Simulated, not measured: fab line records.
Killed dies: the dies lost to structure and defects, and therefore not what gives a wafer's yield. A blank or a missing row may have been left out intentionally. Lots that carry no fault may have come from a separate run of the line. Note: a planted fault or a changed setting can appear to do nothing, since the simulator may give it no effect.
fab line records	flow n5_finfet
[record] lots = 24	wafers = 72	last_day = 19
route steps=1938 shown BEOL_M12@1632 BEOL_M13@1669 BEOL_M14@1733
lots untouched by any fault: they come from a run of this same line in which no faults occurred
start_h: start of the lot's first displayed wafer, in hours after the record's first day	wait_h: time in hours since the lot's previous step	" identical to the entry in the row above	L1.1+2: one row covering several wafers at once	- value missing, or start not given	* or withheld: withheld	< > ~ a bound
route shown NAME@n: names a module that has steps shown in the file, with the first one's number in the route	usual: mean/standard deviation taken from wafers without a fault	same: alike in all rows	chamber/n: place in a boat	sites: per-site readings	_std_site: how widely they spread, as a standard deviation	_edge_site: inner sites' mean taken away from outer sites' mean	radius_mm: for every site, how far away it sits from the centre of the wafer	mask NAME#n: copy n	behind: the tool/chamber that last shaped the wafer	hold: the reason the lot was held/the length of the hold in hours/how it ended	device: names the non-switching transistor (n, p or np)	end of line: the tests these same wafers got at the end of their route	for a step that has no rows: nothing shown but its recipe	killed: the dies lost at the first sort to structure and to defects; this is not the yield of the wafer	map: the dies of a wafer, with x for killed, . for not killed, _ for no die there
set.NAME: setting as actually run; set.NAME@STEP: the setting as run at that earlier step	model.NAME: the simulator's own value behind a step, which no gauge read
route steps across a sampled set of lots; one table per step, one row per wafer
services: the hour from which a tool's chamber was out of use, counted from the record's first day as start_h (under 0 if before that day), plus the number of hours and why
[[steps]]
[step N5_BEOL_M12_CD_MEAS_28]
[recipe] target_cd_nm = 160.2	landing_energy_ev = 500	detector = se_inlens	polarity = opening
[usual] cd_nm = 160.1/1.5
[same] landing_energy_ev = 500
lot.wafer	tool	chamber	start_h	wait_h	cd_nm
L076.2	cd_sem-02	0	267.13	-	160.3
L076.3	"	0	"	"	158.4
L076.6	"	0	"	"	156.3
L074.1	cd_sem-01	0	272.30	-	159.0
L074.3	"	0	"	"	160.8
L074.5	"	0	"	"	157.8
L077.2	cd_sem-02	0	274.58	-	161.7
L077.3	"	0	"	"	160.2
L077.4	"	0	"	"	160.1
L075.1	cd_sem-02	0	275.48	-	160.1
L075.4	"	0	"	"	159.0
L075.6	"	0	"	"	161.0
L078.1	cd_sem-03	0	296.69	-	161.5
L078.3	"	0	"	"	160.9
L078.6	"	0	"	"	160.5
L080.1	cd_sem-03	0	301.50	-	161.9
L080.3	"	0	"	"	159.3
L080.4	"	0	"	"	160.1
L079.2	cd_sem-03	0	301.77	-	160.7
L079.3	"	0	"	"	161.8
L079.5	"	0	"	"	160.8
L081.1	cd_sem-03	0	301.80	-	160.8
L081.4	"	0	"	"	162.2
L081.6	"	0	"	"	161.5
L082.1	cd_sem-02	0	309.81	-	161.4
L082.3	"	0	"	"	160.2
L082.6	"	0	"	"	161.3
L083.1	cd_sem-02	0	329.67	-	162.1
L083.2	"	0	"	"	161.4
L083.3	"	0	"	"	161.9
L084.3	cd_sem-01	0	335.79	-	160.4
L084.4	"	0	"	"	160.7
L084.6	"	0	"	"	156.1
L087.1	cd_sem-02	0	339.99	-	158.8
L087.4	"	0	"	"	154.8
L087.5	"	0	"	"	159.4
L085.3	cd_sem-03	0	342.96	-	160.2
L085.5	"	0	"	"	161.7
L085.6	"	0	"	"	159.8
L086.1	cd_sem-01	0	343.27	-	162.4
L086.4	"	0	"	"	160.2
L086.5	"	0	"	"	162.2
L091.1	cd_sem-03	0	372.86	-	160.5
L091.4	"	0	"	"	159.9
L091.6	"	0	"	"	161.8
L089.2	cd_sem-03	0	373.69	-	160.4
L089.3	"	0	"	"	159.4
L089.5	"	0	"	"	160.4
L090.1	cd_sem-02	0	374.08	-	159.6
L090.3	"	0	"	"	159.1
L090.6	"	0	"	"	161.0
L088.3	cd_sem-02	0	374.57	-	162.4
L088.5	"	0	"	"	158.6
L088.6	"	0	"	"	160.7
L092.2	cd_sem-01	0	375.00	-	158.2
L092.3	"	0	"	"	160.0
L092.6	"	0	"	"	159.7
L094.3	cd_sem-02	0	388.83	-	161.3
L094.5	"	0	"	"	160.1
L094.6	"	0	"	"	160.4
L093.1	cd_sem-02	0	390.62	-	158.3
L093.3	"	0	"	"	158.0
L093.5	"	0	"	"	155.7
L095.2	cd_sem-01	0	398.46	-	161.9
L095.4	"	0	"	"	159.1
L095.5	"	0	"	"	161.6
L097.1	cd_sem-02	0	405.44	-	160.8
L097.3	"	0	"	"	160.6
L097.4	"	0	"	"	162.5
L096.3	cd_sem-01	0	409.94	-	160.0
L096.4	"	0	"	"	158.0
L096.5	"	0	"	"	158.5
[step N5_BEOL_M12_RS_MEAS_54]
[recipe] thk_meas_gauge = four-point-probe	reads = Cu_of_BEOL_M12_ECD_47+Ta_of_BEOL_M12_SPUTTER_44+TaN_of_BEOL_M12_SPUTTER_43
[usual] M12_RS = 0.0606/0.00087
lot.wafer	tool	chamber	start_h	wait_h	M12_RS[ohm/sq]
L076.2	film_metro-02	-	271.46	0.0	0.0619
L076.3	"	-	"	"	0.0623
L076.6	"	-	"	"	0.0620
L074.1	film_metro-02	-	276.14	0.0	0.0612
L074.3	"	-	"	"	0.0595
L074.5	"	-	"	"	0.0594
L077.2	film_metro-02	-	277.33	0.0	0.0606
L077.3	"	-	"	"	0.0599
L077.4	"	-	"	"	0.0610
L075.1	film_metro-01	-	280.22	0.0	0.0591
L075.4	"	-	"	"	0.0589
L075.6	"	-	"	"	0.0604
L078.1	film_metro-02	-	300.55	0.0	0.0610
L078.3	"	-	"	"	0.0610
L078.6	"	-	"	"	0.0621
L080.1	film_metro-02	-	304.13	0.0	0.0603
L080.3	"	-	"	"	0.0600
L080.4	"	-	"	"	0.0609
L079.2	film_metro-02	-	304.63	0.0	0.0625
L079.3	"	-	"	"	0.0611
L079.5	"	-	"	"	0.0624
L081.1	film_metro-01	-	305.01	0.0	0.0604
L081.4	"	-	"	"	0.0592
L081.6	"	-	"	"	0.0594
L082.1	film_metro-01	-	315.22	0.0	0.0607
L082.3	"	-	"	"	0.0612
L082.6	"	-	"	"	0.0619
L083.1	film_metro-02	-	333.70	0.0	0.0596
L083.2	"	-	"	"	0.0606
L083.3	"	-	"	"	0.0605
L084.3	film_metro-02	-	339.05	0.0	0.0593
L084.4	"	-	"	"	0.0602
L084.6	"	-	"	"	0.0610
L087.1	film_metro-02	-	344.43	0.0	0.0612
L087.4	"	-	"	"	0.0603
L087.5	"	-	"	"	0.0590
L085.3	film_metro-01	-	347.94	0.0	0.0590
L085.5	"	-	"	"	0.0606
L085.6	"	-	"	"	0.0594
L086.1	film_metro-01	-	348.02	0.0	0.0619
L086.4	"	-	"	"	0.0610
L086.5	"	-	"	"	0.0607
L091.1	film_metro-01	-	376.25	0.0	0.0606
L091.4	"	-	"	"	0.0596
L091.6	"	-	"	"	0.0597
L089.2	film_metro-02	-	376.53	0.0	0.0604
L089.3	"	-	"	"	0.0610
L089.5	"	-	"	"	0.0607
L090.1	film_metro-02	-	378.50	0.0	0.0605
L090.3	"	-	"	"	0.0607
L090.6	"	-	"	"	0.0612
L092.2	film_metro-01	-	378.79	0.0	0.0608
L092.3	"	-	"	"	0.0602
L092.6	"	-	"	"	0.0614
L088.3	film_metro-02	-	379.04	0.0	0.0608
L088.5	"	-	"	"	0.0619
L088.6	"	-	"	"	0.0618
L094.3	film_metro-01	-	398.75	0.0	0.0596
L094.5	"	-	"	"	0.0603
L094.6	"	-	"	"	0.0590
L093.1	film_metro-01	-	399.90	0.1	0.0599
L093.3	"	-	"	"	0.0613
L093.5	"	-	"	"	0.0602
L095.2	film_metro-01	-	404.30	0.0	0.0612
L095.4	"	-	"	"	0.0612
L095.5	"	-	"	"	0.0608
L097.1	film_metro-02	-	407.75	0.1	0.0585
L097.3	"	-	"	"	0.0609
L097.4	"	-	"	"	0.0598
L096.3	film_metro-01	-	414.58	0.0	0.0585
L096.4	"	-	"	"	0.0609
L096.5	"	-	"	"	0.0599
[step N5_BEOL_M13_CD_MEAS_10]
[recipe] target_cd_nm = 190	landing_energy_ev = 500	detector = se_inlens	polarity = opening
[usual] cd_nm = 189.4/1.8
[same] landing_energy_ev = 500
lot.wafer	tool	chamber	start_h	wait_h	cd_nm
L076.2	cd_sem-03	0	272.10	-	189.0
L076.3	"	0	"	"	190.6
L076.6	"	0	"	"	190.3
L074.1	cd_sem-03	0	276.78	-	192.3
L074.3	"	0	"	"	193.0
L074.5	"	0	"	"	192.5
L077.2	cd_sem-02	0	277.85	-	188.8
L077.3	"	0	"	"	189.2
L077.4	"	0	"	"	191.1
L075.1	cd_sem-01	0	280.74	-	190.9
L075.4	"	0	"	"	191.6
L075.6	"	0	"	"	191.8
L078.1	cd_sem-02	0	301.21	-	190.0
L078.3	"	0	"	"	190.6
L078.6	"	0	"	"	190.7
L080.1	cd_sem-01	0	304.77	-	189.7
L080.3	"	0	"	"	189.7
L080.4	"	0	"	"	190.2
L079.2	cd_sem-01	0	305.15	-	188.9
L079.3	"	0	"	"	188.9
L079.5	"	0	"	"	189.9
L081.1	cd_sem-01	0	305.65	-	191.7
L081.4	"	0	"	"	190.7
L081.6	"	0	"	"	191.8
L082.1	cd_sem-02	0	315.87	-	190.8
L082.3	"	0	"	"	191.0
L082.6	"	0	"	"	190.8
L083.1	cd_sem-02	0	334.21	-	192.6
L083.2	"	0	"	"	192.5
L083.3	"	0	"	"	192.3
L084.3	cd_sem-03	0	339.70	-	187.2
L084.4	"	0	"	"	188.9
L084.6	"	0	"	"	188.3
L087.1	cd_sem-01	0	345.00	-	188.8
L087.4	"	0	"	"	188.0
L087.5	"	0	"	"	187.7
L085.3	cd_sem-01	0	348.65	-	190.4
L085.5	"	0	"	"	189.6
L085.6	"	0	"	"	191.1
L086.1	cd_sem-03	0	348.80	-	188.3
L086.4	"	0	"	"	187.5
L086.5	"	0	"	"	189.1
L091.1	cd_sem-03	0	376.83	-	187.3
L091.4	"	0	"	"	187.5
L091.6	"	0	"	"	188.2
L089.2	cd_sem-01	0	377.05	-	186.8
L089.3	"	0	"	"	187.0
L089.5	"	0	"	"	186.0
L090.1	cd_sem-01	0	379.02	-	186.8
L090.3	"	0	"	"	186.6
L090.6	"	0	"	"	188.0
L092.2	cd_sem-02	0	379.31	-	187.6
L092.3	"	0	"	"	185.3
L092.6	"	0	"	"	185.8
L088.3	cd_sem-03	0	379.68	-	189.5
L088.5	"	0	"	"	192.1
L088.6	"	0	"	"	190.5
L094.3	cd_sem-02	0	399.27	-	189.9
L094.5	"	0	"	"	191.0
L094.6	"	0	"	"	190.2
L093.1	cd_sem-01	0	400.41	-	189.7
L093.3	"	0	"	"	190.1
L093.5	"	0	"	"	190.2
L095.2	cd_sem-02	0	405.00	-	188.8
L095.4	"	0	"	"	189.7
L095.5	"	0	"	"	188.0
L097.1	cd_sem-01	0	408.27	-	187.9
L097.3	"	0	"	"	185.9
L097.4	"	0	"	"	187.7
L096.3	cd_sem-02	0	415.22	-	188.5
L096.4	"	0	"	"	188.1
L096.5	"	0	"	"	188.6
[step N5_BEOL_M13_STRIP_37]
[recipe] chemistry = N2/H2	power_w = 1000	temp_c = 250	h2_frac = 0.65	overash_fraction = 0.3	pressure_mtorr = withheld	n2_flow_sccm = 1750	h2_flow_sccm = 3250
[usual] drypump_motor_current_A = 6.35/0.093	heater_power_w = 328/16	oes_product_au = 0.785/0.011
lot.wafer	tool	chamber	start_h	wait_h	drypump_motor_current_A	heater_power_w	oes_product_au	rf_hours_counter_h
L076.2	plasma_asher-02	0	273.78	0.0	6.22	309	0.814	85
L076.3	"	0	"	"	6.24	319	0.775	-
L076.6	"	1	"	"	6.46	342	0.772	-
L074.1	plasma_asher-01	1	278.54	0.0	6.41	318	0.774	112
L074.3	"	1	"	"	6.43	322	0.790	-
L074.5	"	1	"	"	6.43	317	0.779	-
L077.2	plasma_asher-02	0	279.82	0.0	6.26	322	0.794	86
L077.3	"	0	"	"	6.25	326	0.803	-
L077.4	"	1	"	"	6.42	343	0.807	-
L075.1	plasma_asher-02	1	282.51	0.0	6.43	346	0.793	87
L075.4	"	0	"	"	6.25	318	0.780	-
L075.6	"	0	"	"	6.26	320	0.794	-
L078.1	plasma_asher-02	1	302.86	0.0	6.42	345	0.783	91
L078.3	"	1	"	"	6.40	348	0.775	-
L078.6	"	1	"	"	6.41	353	0.783	-
L080.1	plasma_asher-02	1	306.55	0.0	6.48	342	0.769	92
L080.3	"	1	"	"	6.40	350	0.792	-
L080.4	"	0	"	"	6.23	323	0.793	-
L079.2	plasma_asher-02	1	306.92	0.0	6.42	344	0.809	92
L079.3	"	0	"	"	6.24	321	0.775	-
L079.5	"	0	"	"	6.24	313	0.793	-
L081.1	plasma_asher-02	1	307.46	0.0	6.43	335	0.801	92
L081.4	"	0	"	"	6.25	323	0.790	-
L081.6	"	1	"	"	6.39	357	0.791	-
L082.1	plasma_asher-01	0	317.85	0.0	6.41	310	0.776	119
L082.3	"	1	"	"	6.38	313	0.780	-
L082.6	"	1	"	"	6.39	312	0.771	-
L083.1	plasma_asher-02	0	335.86	0.0	6.23	315	0.791	97
L083.2	"	1	"	"	6.43	348	0.791	97
L083.3	"	1	"	"	6.44	345	0.772	-
L084.3	plasma_asher-02	1	341.79	0.1	6.46	347	0.772	-
L084.4	"	0	"	"	6.23	312	0.768	-
L084.6	"	0	"	"	6.23	326	0.783	-
L087.1	plasma_asher-02	1	346.95	0.0	6.44	344	0.797	99
L087.4	"	1	"	"	6.44	350	0.796	-
L087.5	"	1	"	"	6.41	359	0.781	-
L085.3	plasma_asher-01	0	350.32	0.1	6.45	310	0.789	-
L085.5	"	0	"	"	6.44	303	0.785	-
L085.6	"	1	"	"	6.39	321	0.798	-
L086.1	plasma_asher-02	0	350.58	0.0	6.20	323	0.795	99
L086.4	"	1	"	"	6.46	349	0.802	-
L086.5	"	1	"	"	6.43	345	0.780	-
L091.1	plasma_asher-02	1	378.61	0.0	6.43	347	0.793	104
L091.4	"	1	"	"	6.40	348	0.780	-
L091.6	"	0	"	"	6.21	321	0.787	-
L089.2	plasma_asher-02	1	378.69	0.0	6.42	349	0.780	105
L089.3	"	1	"	"	6.45	348	0.773	-
L089.5	"	0	"	"	6.25	318	0.792	-
L090.1	plasma_asher-01	1	380.80	0.0	6.40	317	0.776	133
L090.3	"	0	"	"	6.44	307	0.783	-
L090.6	"	1	"	"	6.46	311	0.786	-
L092.2	plasma_asher-02	1	381.34	0.0	6.41	340	0.773	105
L092.3	"	1	"	"	6.42	339	0.785	-
L092.6	"	1	"	"	6.41	340	0.794	-
L088.3	plasma_asher-01	0	381.49	0.1	6.45	303	0.790	-
L088.5	"	0	"	"	6.44	309	0.792	-
L088.6	"	1	"	"	6.39	315	0.775	-
L094.3	plasma_asher-02	0	401.06	0.1	6.24	325	0.780	-
L094.5	"	0	"	"	6.25	324	0.761	-
L094.6	"	1	"	"	6.42	354	0.781	-
L093.1	plasma_asher-01	1	402.40	0.1	6.41	323	0.796	137
L093.3	"	1	"	"	6.40	320	0.787	-
L093.5	"	0	"	"	6.42	303	0.785	-
L095.2	plasma_asher-02	0	407.00	0.0	6.22	326	0.795	111
L095.4	"	1	"	"	6.41	342	0.789	-
L095.5	"	1	"	"	6.43	337	0.785	-
L097.1	plasma_asher-02	0	410.07	0.0	6.23	320	0.792	112
L097.3	"	0	"	"	6.23	317	0.779	-
L097.4	"	1	"	"	6.41	340	0.784	-
L096.3	plasma_asher-02	0	417.12	0.1	6.25	313	0.796	-
L096.4	"	1	"	"	6.42	351	0.779	-
L096.5	"	1	"	"	6.39	343	0.791	-
[step N5_BEOL_M14_STRIP_64]
[recipe] chemistry = O2	power_w = 600	temp_c = 60	pressure_mtorr = 30	rf_frequency_hz = 6e+07	bias_power_w = 0	overash_fraction = 0.3	o2_flow_sccm = 225
[usual] drypump_motor_current_A = 5.6/0.49	oes_product_au = 0.79/0.066	rf_vpp_V = 3.7/0.48	showerhead_plenum_p_Torr = 2.09/0.077	throttle_valve_pct = 16.64/0.2
lot.wafer	tool	chamber	start_h	wait_h	drypump_motor_current_A	oes_product_au	rf_hours_counter_h	rf_vpp_V	showerhead_plenum_p_Torr	throttle_valve_pct
L076.2	rie_diel-06	0	-	-	5.3	0.84	52	3.5	2.12	16.57
L076.3	"	2	"	"	5.4	0.91	17	3.8	2.15	16.57
L076.6	"	2	"	"	5.4	0.91	-	3.8	2.15	16.57
L074.1	rie_diel-03	3	-	-	5.7	0.76	130	3.2	2.01	16.51
L074.3	"	2	"	"	5.6	0.79	109	4.4	2.03	16.88
L074.5	"	0	"	"	5.2	0.75	-	3.3	2.17	16.72
L077.2	rie_diel-03	3	-	-	5.7	0.77	130	3.2	2.01	16.49
L077.3	"	0	"	"	5.2	0.75	144	4.1	2.17	16.72
L077.4	"	1	"	"	6.3	0.77	133	3.6	2.08	16.34
L075.1	rie_diel-04	1	-	-	5.7	0.71	212	3.5	1.99	16.47
L075.4	"	0	"	"	5.0	0.79	-	3.5	2.03	16.80
L075.6	"	1	"	"	5.7	0.72	-	3.9	1.99	16.48
L078.1	rie_diel-03	0	-	-	5.1	0.73	152	3.6	2.17	16.74
L078.3	"	2	"	"	5.6	0.79	117	4.0	2.03	16.88
L078.6	"	0	"	"	5.2	0.75	-	4.0	2.17	16.74
L080.1	rie_diel-04	0	-	-	4.9	0.77	141	4.6	2.02	16.82
L080.3	"	3	"	"	5.8	0.68	238	3.4	2.07	16.66
L080.4	"	1	"	"	5.8	0.70	-	3.8	1.99	16.49
L079.2	rie_diel-04	2	-	-	6.8	0.99	0	3.5	2.04	16.60
L079.3	"	1	"	"	5.7	0.70	225	3.4	1.98	16.50
L079.5	"	3	"	"	5.8	0.67	-	4.2	2.07	16.68
L081.1	rie_diel-06	2	-	-	5.4	0.88	29	4.4	2.15	16.59
L081.4	"	0	"	"	5.2	0.82	65	3.5	2.12	16.60
L081.6	"	0	"	"	5.3	0.83	-	3.7	2.12	16.57
L082.1	rie_diel-06	2	-	-	5.4	0.88	30	3.7	2.15	16.60
L082.3	"	1	"	"	5.9	0.83	85	4.2	2.20	16.54
L082.6	"	3	"	"	5.0	0.85	-	3.8	2.21	16.84
L083.1	rie_diel-06	2	-	-	5.3	0.87	36	3.7	2.15	16.60
L083.2	"	3	"	"	4.9	0.84	81	2.7	2.21	16.86
L083.3	"	1	"	"	5.9	0.83	91	3.0	2.20	16.55
L084.3	rie_diel-03	0	-	-	5.1	0.74	159	3.3	2.17	16.76
L084.4	"	0	"	"	5.1	0.74	-	3.7	2.17	16.77
L084.6	"	1	"	"	6.3	0.75	-	4.2	2.07	16.36
L085.3	rie_diel-03	3	-	-	5.7	0.74	155	4.1	2.00	16.55
L085.5	"	3	"	"	5.7	0.74	-	3.7	2.00	16.55
L085.6	"	2	"	"	5.6	0.76	-	4.2	2.02	16.92
L087.1	rie_diel-03	2	-	-	5.6	0.77	139	3.4	2.02	16.93
L087.4	"	0	"	"	5.2	0.74	162	3.7	2.17	16.77
L087.5	"	2	"	"	5.6	0.77	-	3.1	2.02	16.94
L086.1	rie_diel-04	2	-	-	6.8	0.92	15	3.4	2.04	16.65
L086.4	"	0	"	"	4.9	0.76	-	4.1	2.02	16.84
L086.5	"	1	"	"	5.7	0.69	-	4.2	1.98	16.53
L091.1	rie_diel-03	0	-	-	5.2	0.73	172	4.6	2.16	16.78
L091.4	"	3	"	"	5.7	0.74	-	3.5	2.00	16.58
L091.6	"	1	"	"	6.3	0.75	-	4.4	2.07	16.37
L089.2	rie_diel-06	3	-	-	5.0	0.84	96	3.4	2.20	16.88
L089.3	"	0	"	"	5.3	0.81	85	3.4	2.11	16.63
L089.5	"	0	"	"	5.3	0.81	-	3.3	2.11	16.65
L090.1	rie_diel-06	1	-	-	5.9	0.81	110	3.3	2.19	16.57
L090.3	"	1	"	"	5.9	0.81	-	3.8	2.19	16.58
L090.6	"	3	"	"	5.0	0.82	-	3.4	2.20	16.89
L092.2	rie_diel-04	0	-	-	4.9	0.74	170	2.9	2.01	16.87
L092.3	"	2	"	"	6.8	0.88	26	2.5	2.04	16.66
L092.6	"	2	"	"	6.8	0.89	-	3.7	2.04	16.65
L088.3	rie_diel-03	0	-	-	5.2	0.72	176	3.5	2.16	16.79
L088.5	"	3	"	"	5.7	0.73	-	3.9	2.00	16.59
L088.6	"	1	"	"	6.3	0.73	-	3.2	2.07	16.39
L094.3	rie_diel-04	3	-	-	5.8	0.90	20	4.1	2.06	16.28
L094.5	"	3	"	"	5.8	0.90	-	4.0	2.06	16.27
L094.6	"	0	"	"	4.9	0.74	-	3.9	2.01	16.87
L093.1	rie_diel-04	1	-	-	5.7	0.94	3	3.5	2.24	16.03
L093.3	"	2	"	"	6.8	0.88	34	4.3	2.03	16.67
L093.5	"	3	"	"	5.8	0.89	-	4.0	2.06	16.26
L095.2	rie_diel-03	0	-	-	5.1	0.73	184	3.6	2.16	16.80
L095.4	"	1	"	"	6.3	0.73	179	3.6	2.06	16.39
L095.5	"	0	"	"	5.2	0.72	-	3.6	2.16	16.81
L097.1	rie_diel-06	3	-	-	5.0	0.81	111	3.5	2.20	16.92
L097.3	"	0	"	"	5.2	0.82	89	4.4	2.11	16.63
L097.4	"	1	"	"	5.9	0.80	123	2.7	2.18	16.61
L096.3	rie_diel-03	0	-	-	5.1	0.72	189	4.1	2.16	16.82
L096.4	"	2	"	"	5.6	0.75	156	3.7	2.02	16.97
L096.5	"	0	"	"	5.1	0.72	-	3.0	2.15	16.84
[step N5_BEOL_M14_INSPECT_30]
[recipe] mode = adi	inspect_instrument = macro
[usual] raw_defect_count = 2.0/1.6
lot.wafer	tool	chamber	start_h	wait_h	raw_defect_count
L076.2	defect_inspect-01	-	279.70	0.0	7
L076.3	"	-	"	"	4
L076.6	"	-	"	"	5
L074.1	defect_inspect-01	-	282.97	0.0	3
L074.3	"	-	"	"	2
L074.5	"	-	"	"	4
L077.2	defect_inspect-01	-	284.37	0.0	4
L077.3	"	-	"	"	0
L077.4	"	-	"	"	1
L075.1	defect_inspect-01	-	288.17	0.0	3
L075.4	"	-	"	"	0
L075.6	"	-	"	"	1
L078.1	defect_inspect-01	-	307.36	0.0	0
L078.3	"	-	"	"	0
L078.6	"	-	"	"	3
L080.1	defect_inspect-01	-	309.76	0.0	2
L080.3	"	-	"	"	1
L080.4	"	-	"	"	0
L079.2	defect_inspect-01	-	315.47	0.0	2
L079.3	"	-	"	"	1
L079.5	"	-	"	"	1
L081.1	defect_inspect-02	-	321.94	0.0	1
L081.4	"	-	"	"	1
L081.6	"	-	"	"	3
L082.1	defect_inspect-01	-	325.20	0.0	4
L082.3	"	-	"	"	1
L082.6	"	-	"	"	2
L083.1	defect_inspect-02	-	340.13	0.0	4
L083.2	"	-	"	"	0
L083.3	"	-	"	"	2
L084.3	defect_inspect-01	-	345.87	0.0	2
L084.4	"	-	"	"	1
L084.6	"	-	"	"	1
L085.3	defect_inspect-01	-	356.02	0.0	1
L085.5	"	-	"	"	1
L085.6	"	-	"	"	4
L087.1	defect_inspect-02	-	356.45	0.0	2
L087.4	"	-	"	"	6
L087.5	"	-	"	"	0
L086.1	defect_inspect-02	-	356.76	0.0	0
L086.4	"	-	"	"	5
L086.5	"	-	"	"	2
L091.1	defect_inspect-01	-	383.41	0.0	3
L091.4	"	-	"	"	1
L091.6	"	-	"	"	5
L089.2	defect_inspect-02	-	383.44	0.0	1
L089.3	"	-	"	"	4
L089.5	"	-	"	"	1
L092.2	defect_inspect-02	-	388.66	0.0	0
L092.3	"	-	"	"	4
L092.6	"	-	"	"	4
L090.1	defect_inspect-01	-	388.82	0.0	2
L090.3	"	-	"	"	0
L090.6	"	-	"	"	1
L088.3	defect_inspect-02	-	391.64	0.0	1
L088.5	"	-	"	"	1
L088.6	"	-	"	"	1
L094.3	defect_inspect-01	-	406.83	0.0	1
L094.5	"	-	"	"	3
L094.6	"	-	"	"	0
L093.1	defect_inspect-01	-	407.30	0.0	0
L093.3	"	-	"	"	0
L093.5	"	-	"	"	1
L095.2	defect_inspect-02	-	410.69	0.0	1
L095.4	"	-	"	"	2
L095.5	"	-	"	"	0
L097.1	defect_inspect-01	-	414.05	0.0	2
L097.3	"	-	"	"	2
L097.4	"	-	"	"	2
L096.3	defect_inspect-01	-	425.11	0.0	2
L096.4	"	-	"	"	3
L096.5	"	-	"	"	1
[[services]]
tool	chamber	start_h	hours	kind
rie_diel-03	1	265.87	8.3	repair
rie_diel-04	2	281.12	-	clean
rie_diel-04	2	281.12	-	consumable_replace:focus_ring
rie_diel-04	2	281.12	32.3	scheduled_down
rie_diel-04	2	281.12	32.3	vent_cycle
plasma_asher-01	-	287.13	3.1	repair
rie_diel-03	0	314.36	19.1	repair
rie_diel-03	1	319.35	9.5	repair
rie_diel-06	0	335.30	4.4	repair
rie_diel-03	3	338.59	11.0	repair
plasma_asher-02	-	338.81	2.4	repair
rie_diel-04	3	341.90	-	clean
rie_diel-04	3	341.90	-	consumable_replace:focus_ring
rie_diel-04	3	341.90	15.6	scheduled_down
rie_diel-04	3	341.90	15.6	vent_cycle
rie_diel-04	2	358.26	6.6	repair
rie_diel-06	2	379.85	11.7	repair
rie_diel-03	2	380.00	12.7	repair
rie_diel-04	1	384.22	-	clean
rie_diel-04	1	384.22	-	consumable_replace:focus_ring
rie_diel-04	1	384.22	-	consumable_replace:showerhead
rie_diel-06	0	386.76	22.5	repair
rie_diel-03	2	394.52	8.1	repair
rie_diel-06	-	396.50	0.7	repair
[[key]]
fault none
